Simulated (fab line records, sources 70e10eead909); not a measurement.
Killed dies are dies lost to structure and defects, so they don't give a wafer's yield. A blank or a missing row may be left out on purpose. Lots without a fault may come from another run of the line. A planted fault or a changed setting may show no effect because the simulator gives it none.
fab line records | flow nand_harc
record lots=6 wafers=18 last_day=33
route steps=1302 shown A_SLIT@944 A_SIN_REMOVE@947 A_WL_FILL@952 A_CONTACT@983 END@1302
lots that met no fault: from a run of the same line without faults
start_h: hours from the record's first day to the start of the lot's first wafer shown | wait_h: hours since the lot's step before | " the same as in the row above | L1.1+2: a row that stands for several wafers | - no value, or no start given | * or withheld: withheld | < > ~ a bound
route shown NAME@n: a module of which the file shows steps, and the number in the route of the first | usual: mean/standard deviation of fault-free wafers | same: alike in all rows | chamber/n: place in a boat | sites: the reading at each site | _std_site: their standard deviation | _edge_site: outer sites' mean less inner sites' | radius_mm: how far each site lies from the wafer's centre | mask NAME#n: copy n | behind: the tool/chamber that last shaped the wafer | hold: why the lot was held/for how many hours/how that ended | device: the transistor (n, p or np) that didn't switch | end of line: the same wafers' tests at the end of the route | a step without rows: its recipe alone | killed: dies lost to structure and defects at the first sort, not the wafer's yield | map: a wafer's dies, x killed, . not, _ none there
set.NAME: the setting as run; set.NAME@STEP: as run at that earlier step | model.NAME: the simulator's own value behind a step, which no gauge read
lots at some steps of the route; a table a step, a row a wafer
services: from which hour (start_h, from the record's first day; less than 0 if before it) a tool's chamber was out of use, for how many hours, and why
## steps
# step NHARC_A_SLIT_PRECLEAN_19
# recipe time_s=* temp_c=50 bath_age_min=0 chemistry=SC1
# step NHARC_A_SLIT_SRD_20
# step NHARC_A_SLIT_CD_MEAS_21
# usual cd_nm=289.8/0.64
# columns lot.wafer tool chamber start_h wait_h cd_nm
L738.2 cd_sem-02 - 516.96 - 290.1
L738.3 " - " " 290.0
L738.5 " - " " 289.7
L743.3 cd_sem-03 - 537.96 - 289.5
L743.4 " - " " 289.7
L743.5 " - " " 289.9
L744.3 cd_sem-02 - 545.56 - 290.4
L744.4 " - " " 289.9
L744.6 " - " " 290.2
L747.3 cd_sem-01 - 586.80 - 289.7
L747.4 " - " " 290.5
L747.6 " - " " 290.4
L750.1 cd_sem-02 - 608.51 - 289.5
L750.3 " - " " 289.7
L750.4 " - " " 290.2
L752.1 cd_sem-01 - 638.75 - 289.7
L752.4 " - " " 290.1
L752.5 " - " " 290.3
# step NHARC_A_SIN_REMOVE_WET_00
# recipe temp_c=160 time_s=15300 chemistry=H3PO4
# step NHARC_A_SIN_REMOVE_PRECLEAN_01
# recipe time_s=* temp_c=50 bath_age_min=0 chemistry=SC1
# step NHARC_A_SIN_REMOVE_SRD_02
# step NHARC_A_SIN_REMOVE_INSPECT_04
# usual raw_defect_count=377/72
# columns lot.wafer tool chamber start_h wait_h raw_defect_count
L738.2 defect_inspect-02 - 523.66 0.0 382
L738.3 " - " " 373
L738.5 " - " " 492
L743.3 defect_inspect-01 - 544.62 0.0 326
L743.4 " - " " 249
L743.5 " - " " 255
L744.3 defect_inspect-02 - 552.10 0.0 295
L744.4 " - " " 324
L744.6 " - " " 357
L747.3 defect_inspect-01 - 593.37 0.0 361
L747.4 " - " " 315
L747.6 " - " " 390
L750.1 defect_inspect-02 - 614.69 0.0 256
L750.3 " - " " 426
L750.4 " - " " 406
L752.1 defect_inspect-01 - 645.39 0.0 450
L752.4 " - " " 364
L752.5 " - " " 419
# step NHARC_A_WL_FILL_ALD_00
# recipe target_thk_a=30 pulse_time_s=3 ald_cycles=30 temp_c=300 material=Al2O3
# usual heater_power_w=464/63 precursor_pulse_height_rel=1.002/0.021
# columns lot.wafer tool chamber start_h wait_h heater_power_w precursor_pulse_height_rel
L738.3 ald_hk-01 1 523.76 0.1 381 1.009
L738.2 " 2 " " 466 1.030
L738.5 " 0 " " 403 1.008
L743.3 ald_hk-01 0 544.69 0.1 407 1.011
L743.4 " 3 " " 405 1.020
L743.5 " 0 " " 402 1.025
L744.4 ald_hk-04 2 552.17 0.1 486 0.965
L744.3 " 1 " " 630 1.013
L744.6 " 3 " " 461 1.004
L747.3 ald_hk-04 3 593.50 0.1 458 0.990
L747.4 " 1 " " 627 0.970
L747.6 " 3 " " 469 1.010
L750.4 ald_hk-02 3 614.91 0.2 496 1.037
L750.1 " 1 " " 481 1.012
L750.3 " 2 " " 425 0.973
L752.1 ald_hk-01 0 645.45 0.1 405 1.019
L752.4 " 1 " " 383 1.007
L752.5 " 0 " " 410 0.995
# step NHARC_A_WL_FILL_RTA_01
# recipe temp_c=1000 time_s=5
# usual lamp_power_pct=27.9/0.42 lamp_zone_6_pct=27.8/0.41 wafer_temp_C_max=1003.7/0.98
# same time_s=5
# columns lot.wafer tool chamber start_h wait_h lamp_power_pct lamp_zone_6_pct wafer_temp_C_max
L738.2 rtp_anneal-02 0 524.16 - 27.3 27.3 1005.9
L738.3 " 0 " " 27.3 27.3 1003.8
L738.5 " 0 " " 27.4 27.3 1005.2
L743.3 rtp_anneal-01 0 545.01 - 28.2 28.1 1003.8
L743.4 " 0 " " 28.2 28.1 1003.4
L743.5 " 0 " " 28.2 28.1 1003.2
L744.3 rtp_anneal-02 0 552.65 0.3 27.3 27.3 1004.6
L744.4 " 0 " " 27.3 27.3 1004.1
L744.6 " 0 " " 27.4 27.3 1004.0
L747.3 rtp_anneal-01 0 593.80 - 28.2 28.1 1002.2
L747.4 " 0 " " 28.2 28.1 1002.9
L747.6 " 0 " " 28.2 28.1 1003.4
L750.1 rtp_anneal-01 0 615.18 - 28.2 28.1 1002.6
L750.3 " 0 " " 28.2 28.1 1003.9
L750.4 " 0 " " 28.2 28.1 1002.7
L752.1 rtp_anneal-01 0 645.72 - 28.2 28.2 1005.9
L752.4 " 0 " " 28.2 28.2 1003.2
L752.5 " 0 " " 28.2 28.2 1003.1
# step NHARC_A_WL_FILL_ALD_02
# recipe target_thk_a=20 pulse_time_s=3 ald_cycles=100 temp_c=450 material=TiN
# step NHARC_A_WL_FILL_CVD_03
# recipe target_thk_a=400 temp_c=300 pressure_torr=40 wf6_flow_sccm=40 h2_flow_sccm=1600 ar_flow_sccm=1560 time_s=279 material=W
# usual heater_power_w=485/66 throttle_valve_pct=7.94/0.26
# same time_s=279
# columns lot.wafer tool chamber start_h wait_h heater_power_w throttle_valve_pct
L738.2 cvd_w-02 1 524.84 0.1 471 8.03
L738.3 " 1 " " 471 7.98
L738.5 " 1 " " 485 8.37
L743.3 cvd_w-01 1 545.71 0.2 549 7.91
L743.4 " 0 " " 386 7.68
L743.5 " 0 " " 392 7.62
L744.4 cvd_w-01 1 553.35 0.2 541 7.62
L744.3 " 0 " " 382 7.81
L744.6 " 0 " " 385 7.78
L747.3 cvd_w-02 1 594.50 0.2 473 8.23
L747.4 " 0 " " 541 8.03
L747.6 " 0 " " 536 7.60
L750.1 cvd_w-01 0 616.27 0.5 404 7.81
L750.3 " 0 " " 388 7.68
L750.4 " 0 " " 395 7.54
L752.1 cvd_w-02 0 646.42 0.1 532 7.92
L752.4 " 0 " " 524 7.89
L752.5 " 1 " " 496 8.16
# step NHARC_A_WL_FILL_ETCHBACK_04
# recipe target_depth_a=600 time_s=120 chemistry=NF3
# step NHARC_A_WL_FILL_ETCHBACK_05
# recipe target_depth_a=220 time_s=60 temp_c=40 chemistry=Cl2/BCl3
# step NHARC_A_WL_FILL_STRIP_27
# recipe power_w=1500 temp_c=250 time_s=20 chemistry=N2/H2
# step NHARC_A_WL_FILL_STRIP_28
# recipe time_s=1200 temp_c=72.5 chemistry=post_etch_residue_remover
# step NHARC_A_WL_FILL_PRECLEAN_06
# recipe time_s=300 chemistry=DIW
# step NHARC_A_WL_FILL_SRD_07
# step NHARC_A_WL_FILL_ANNEAL_08
# recipe temp_c=450 time_s=1800
# step NHARC_A_WL_FILL_ALD_10
# recipe target_thk_a=500 pulse_time_s=10 ald_cycles=500 temp_c=300 material=SiO2
# usual heater_power_w=466/62 precursor_pulse_height_rel=1.003/0.022
# columns lot.wafer tool chamber start_h wait_h heater_power_w precursor_pulse_height_rel
L738.2 ald_hk-01 1 533.75 2.1 386 1.040
L738.3 " 2 " " 456 1.020
L738.5 " 2 536.33 4.7 450 1.011
L743.4 ald_hk-02 1 553.83 0.6 482 1.002
L743.3 " 2 " " 427 0.994
L743.5 " 1 555.92 2.7 481 0.973
L744.3 ald_hk-04 1 560.49 1.1 628 0.994
L744.4 " 3 562.53 3.1 466 0.998
L744.6 " 0 563.56 4.1 414 1.008
L747.4 ald_hk-01 0 602.74 0.1 400 0.969
L747.3 " 1 " " 382 0.985
L747.6 " 0 604.76 2.1 409 0.956
L750.1 ald_hk-02 2 623.10 1.1 427 0.980
L750.4 " 3 " " 504 1.045
L750.3 " 1 624.65 2.6 478 0.952
L752.1 ald_hk-01 3 656.75 1.1 394 1.020
L752.4 " 0 " " 418 0.990
L752.5 " 2 658.29 2.6 490 0.977
# step NHARC_A_WL_FILL_ETCHBACK_16
# recipe target_depth_a=1200 time_s=24 c4f8_flow_sccm=withheld o2_flow_sccm=8 ar_flow_sccm=withheld rf_w=600 bias_w=800 chemistry=C4F8/O2/Ar
# step NHARC_A_WL_FILL_STRIP_29
# recipe time_s=20 o2_flow_sccm=500 ar_flow_sccm=0 bias_w=0 chemistry=O2
# step NHARC_A_WL_FILL_ETCHBACK_17
# recipe target_depth_a=40 time_s=26.7 chemistry=Cl2/BCl3
# usual drypump_motor_current_A=5.72/0.3 oes_product_au=1.002/0.0081
# same time_s=26.7
# columns lot.wafer tool chamber start_h wait_h drypump_motor_current_A oes_product_au rf_hours_counter_h
L738.2 rie_metal-03 1 538.62 - 5.85 1.004 0.5
L738.3 " 0 " " 6.15 1.002 -
L738.5 " 0 " " 6.12 1.012 -
L743.4 rie_metal-03 0 558.21 - 6.09 1.018 -
L743.3 " 1 " " 5.86 1.000 -
L743.5 " 0 " " 6.08 1.007 -
L744.3 rie_metal-01 0 567.42 - 5.19 0.982 -
L744.4 " 0 " " 5.18 0.987 -
L744.6 " 0 " " 5.18 0.984 -
L747.4 rie_metal-03 1 607.55 - 5.82 1.005 -
L747.3 " 0 " " 6.12 1.024 -
L747.6 " 1 " " 5.82 1.006 -
L750.1 rie_metal-01 0 627.94 - 5.19 0.989 1.1
L750.3 " 0 " " 5.20 0.991 -
L750.4 " 0 " " 5.20 0.990 -
L752.1 rie_metal-02 0 660.56 - 5.63 1.005 0.3
L752.4 " 1 " " 5.64 1.009 -
L752.5 " 1 " " 5.63 1.003 -
# step NHARC_A_WL_FILL_PRECLEAN_18
# recipe time_s=30 chemistry=dHF
# step NHARC_A_WL_FILL_SRD_21
# step NHARC_A_WL_FILL_CVD_23
# recipe target_thk_a=400 temp_c=620 pressure_mtorr=200 time_s=800 material=poly-Si
# step NHARC_A_WL_FILL_ETCHBACK_26
# recipe target_depth_a=520 time_s=13.3 hbr_flow_sccm=150 rf_w=350 icp_w=350 bias_w=60 chemistry=HBr
# step NHARC_A_WL_FILL_PRECLEAN_30
# recipe time_s=10 chemistry=dHF
# step NHARC_A_WL_FILL_SRD_14
# step NHARC_A_WL_FILL_ALD_19
# recipe target_thk_a=20 pulse_time_s=3 ald_cycles=100 temp_c=450 material=TiN
# usual heater_power_w=1098/94 precursor_pulse_height_rel=1.001/0.02
# columns lot.wafer tool chamber start_h wait_h heater_power_w precursor_pulse_height_rel
L738.3 ald_metal-04 1 541.95 0.1 1032 1.003
L738.2 " 3 " " 1019 0.996
L738.5 " 1 " " 1028 0.983
L743.3 ald_metal-03 0 563.70 0.1 1181 1.025
L743.4 " 1 " " 1075 0.991
L743.5 " 1 " " 1053 1.008
L744.4 ald_metal-02 1 572.95 0.1 1146 0.980
L744.3 " 2 " " 1123 0.994
L744.6 " 2 " " 1146 1.004
L747.4 ald_metal-04 1 613.07 0.1 1011 0.996
L747.3 " 3 " " 1031 1.039
L747.6 " 0 " " 1022 1.025
L750.3 ald_metal-02 2 633.45 0.1 1191 1.002
L750.4 " 3 " " 1077 0.986
L750.1 " 0 " " 953 1.027
L752.4 ald_metal-04 3 666.02 0.1 1020 1.013
L752.1 " 2 " " 1215 1.013
L752.5 " 0 " " 1014 1.043
# step NHARC_A_WL_FILL_CVD_20
# recipe target_thk_a=1000 temp_c=400 pressure_torr=40 wf6_flow_sccm=40 h2_flow_sccm=1600 ar_flow_sccm=1560 time_s=74 material=W
# step NHARC_A_WL_FILL_CMP_12
# recipe t_overpolish_s=30 target_thk_nm=100
# step NHARC_A_WL_FILL_SRD_31
# step NHARC_A_CONTACT_DEP_24
# recipe target_thk_a=5000 temp_c=400 pressure_torr=6.5 rf_w=900 teos_flow_sccm=161.4 flow_sccm=2650 target_thk_nm=500 gas=O2 material=SiO2
# step NHARC_A_CONTACT_DEP_28
# recipe target_thk_a=70000 temp_c=400 material=aC
# step NHARC_END_SORT_01
# recipe temp_c=25
# usual killed_at_array=47/14 killed_at_other=0.5/0.72 killed_at_periphery=4/3.1 killed_dies=52/15 killed_open=3.2/1.9 killed_short=2.4/1.7
# same gross_dies=677
# columns lot.wafer tool chamber start_h wait_h killed_at_array killed_at_other killed_at_periphery killed_dies killed_open killed_short
L738.2 prober-01 0 621.37 2.8 68 3 3 74 4 9
L738.3 prober-01 0 622.17 3.1 73 2 3 78 3 1
L738.5 prober-01 0 623.76 3.7 77 2 2 81 3 4
L743.3 prober-01 0 752.45 3.1 126 0 2 128 3 1
L743.4 prober-01 0 753.25 3.4 98 1 9 108 1 1
L743.5 prober-01 0 754.05 3.7 101 1 2 104 1 2
L744.3 prober-02 0 762.68 3.1 102 0 4 106 3 3
L744.4 prober-02 0 763.48 3.4 104 1 2 107 2 3
L744.6 prober-02 0 765.07 4.0 109 0 1 110 0 1
# killed by level:class
L738.2 A_CHANNEL_HOLE_D1:chamber_film_flake=34 A_SLIT:chamber_film_flake=16 A_CONTACT:chamber_film_flake=4 A_CHANNEL_FILL_D2:geometric_particle:short=3 THIN_TSV:chamber_film_flake=3 A_ONON_D2:geometric_particle:short=2 P_M0:geometric_particle:short=1 P_M1:geometric_particle:short=1
L738.3 A_CHANNEL_HOLE_D1:chamber_film_flake=29 A_SLIT:chamber_film_flake=25 A_CHANNEL_HOLE_D2:chamber_film_flake=8 A_M1:chamber_film_flake=4 A_CONTACT:chamber_film_flake=3 P_ZERO_WELL:chamber_film_flake=2 THIN_TSV:chamber_film_flake=2 A_DECK1_JOINT:geometric_particle:open=1
L738.5 A_CHANNEL_HOLE_D1:chamber_film_flake=34 A_SLIT:chamber_film_flake=24 A_CHANNEL_HOLE_D2:chamber_film_flake=8 A_CHANNEL_FILL_D2:geometric_particle:short=2 P_M2:chamber_film_flake=2 A_WL_FILL:chamber_film_flake=2 THIN_TSV:chamber_film_flake=2 A_SOURCE_PLATE:geometric_particle:open=1
L743.3 A_WL_FILL:unspecified=76 A_CHANNEL_HOLE_D1:chamber_film_flake=35 A_STAIRCASE:chamber_film_flake=4 A_SLIT:chamber_film_flake=3 A_WL_FILL:chamber_film_flake=3 A_CHANNEL_HOLE_D2:chamber_film_flake=2 P_CONTACT:geometric_particle:open=1 P_M0:geometric_particle:open=1
L743.4 A_WL_FILL:unspecified=64 A_CHANNEL_HOLE_D1:chamber_film_flake=20 A_STAIRCASE:chamber_film_flake=7 P_STI:chamber_film_flake=3 P_CONTACT:chamber_film_flake=3 P_ZERO_WELL:chamber_film_flake=2 P_M2:geometric_particle:open=1 A_DECK1_JOINT:geometric_particle:short=1
L743.5 A_WL_FILL:unspecified=66 A_CHANNEL_HOLE_D1:chamber_film_flake=23 A_STAIRCASE:chamber_film_flake=3 A_M0:chamber_film_flake=3 P_CONTACT:chamber_film_flake=2 A_SLIT:chamber_film_flake=2 A_ONON_D2:geometric_particle:short=1 A_WL_FILL:geometric_particle:open=1
L744.3 A_WL_FILL:unspecified=65 A_SLIT:chamber_film_flake=26 P_CONTACT:geometric_particle:short=2 A_CHANNEL_HOLE_D1:chamber_film_flake=2 P_GATE:geometric_particle:short=1 A_ONON_D1:geometric_particle:open=1 A_CHANNEL_HOLE_D2:geometric_particle:open=1 A_M0:geometric_particle:open=1
L744.4 A_WL_FILL:unspecified=78 A_SLIT:chamber_film_flake=17 A_STAIRCASE:chamber_film_flake=2 A_SGD_CUT:chamber_film_flake=2 P_CONTACT:geometric_particle:open=1 A_ONON_D2:geometric_particle:short=1 A_WL_FILL:geometric_particle:short=1 A_CONTACT:geometric_particle:open=1
L744.6 A_WL_FILL:unspecified=70 A_SLIT:chamber_film_flake=25 A_CHANNEL_HOLE_D1:chamber_film_flake=4 A_STAIRCASE:chamber_film_flake=3 A_SGD_CUT:chamber_film_flake=2 A_WL_FILL:chamber_film_flake=2 A_SOURCE_PLATE:geometric_particle:short=1 P_BONDPAD:chamber_film_flake=1
# map L743.3 (x killed, . not)
____________.____________
_________......._________
_______..........._______
______.............______
_____..............._____
____.................____
____.................____
___...................___
___...................___
__...................x.__
__..................x..__
_........x.x............_
_......xxx.x............_
_.....xxxx.........xx..._
_..x..x.xxx.......xxx..._
_.....xxxxx......xxxx.x._
.....x..xx.......xxxxx...
....x.xx.xxxx..xxxxxx....
......xxxx.xxx.xxxxxxxx..
........x.x....xxxxxxxx..
........xx......xxxxxxx..
_x.......x.....xxxxxxx.._
_x.....x........xxxxxx.._
_..x............xxxxxxx._
_...x............xxxx..._
_..............x.x..x..._
__...............x..xx.__
__..............x......__
___..............x....___
___...................___
____.................____
____.................____
_____...x.........x._____
______x............______
_______..........._______
_________......._________
____________.____________
# map L744.6 (x killed, . not)
____________.____________
_________......._________
_______..........._______
______............x______
_____............xxx_____
____............xxxxx____
____.x..........xxxxx____
___.............xxxxxx___
___...x.......xxxxxxxx___
__...............xxxxx.__
__.............xxxxxxxx__
_........x......xxxxxxxx_
_..............x.xxxxx.x_
_.....x...........xxxxxx_
_....x...........xxxxxx._
_................xxxx..._
.........................
.........................
.........................
.........................
.........................
_......................._
_......................._
_......................._
_......................._
_..........x............_
__................x....__
__..............x......__
___.............x..x..___
___.............x.....___
____...........xxx...____
____........x.xx..xx.____
_____.....x.x.xxxxxx_____
______..x.....xxxx.______
_______......xx.xx_______
_________.....xx_________
____________.____________
## services
# columns tool chamber start_h hours kind
ald_hk-02 - 506.48 0.9 repair
ald_metal-02 3 519.48 23.8 repair
cvd_w-01 - 523.54 13.0 pm
ald_metal-03 - 544.00 10.0 pm
rie_metal-01 - 551.00 9.0 pm
ald_metal-02 2 556.81 2.7 repair
ald_metal-04 3 565.80 1.5 repair
ald_metal-02 0 576.96 7.9 repair
ald_metal-02 - 586.00 10.0 pm
cvd_w-02 - 590.55 0.9 repair
ald_hk-04 - 593.76 10.0 pm
rie_metal-02 - 607.00 9.0 pm
cvd_w-02 - 607.30 13.0 pm
cvd_w-01 1 609.48 10.9 repair
rie_metal-01 1 627.58 4.1 repair
ald_metal-04 - 628.00 10.0 pm
ald_hk-01 - 634.94 10.0 pm
ald_hk-01 0 634.94 10.0 vent_cycle
ald_hk-01 1 634.94 10.0 vent_cycle
ald_hk-01 2 634.94 10.0 vent_cycle
ald_hk-01 3 634.94 10.0 vent_cycle
ald_metal-02 - 650.95 0.6 repair
cvd_w-01 0 653.28 11.5 repair
rie_metal-01 - 655.85 1.2 repair
## key
first_sign step=NHARC_END_SORT_01 reading=killed_at_array direction=up sigmas=4.2 usual=47 struck=107
effect step=NHARC_END_SORT_01 reading=killed_dies direction=up sigmas=3.9 usual=52 struck=110
more_kills_born_at NHARC_A_WL_FILL_CVD_03@cvd_w-01=419
met_at NHARC_A_WL_FILL_CVD_03
struck_wafers L743.3,L743.4,L743.5,L744.3,L744.4,L744.6
tester_left_out L743,L744
fault kind=chamber_particle_source tool=cvd_w-01 chamber=- onset_h=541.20 steps=NHARC_A_WL_FILL_CVD_03 rate_per_visit_cm2=0.59926 end_h=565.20
# tester_left_out: of these lots the tester's yield and bins aren't shown, on N5 and GAA mostly nor the transistor test; their killed dies are dies lost to structure and defects alone, not to doping, threshold or leakage, so they don't give the yield
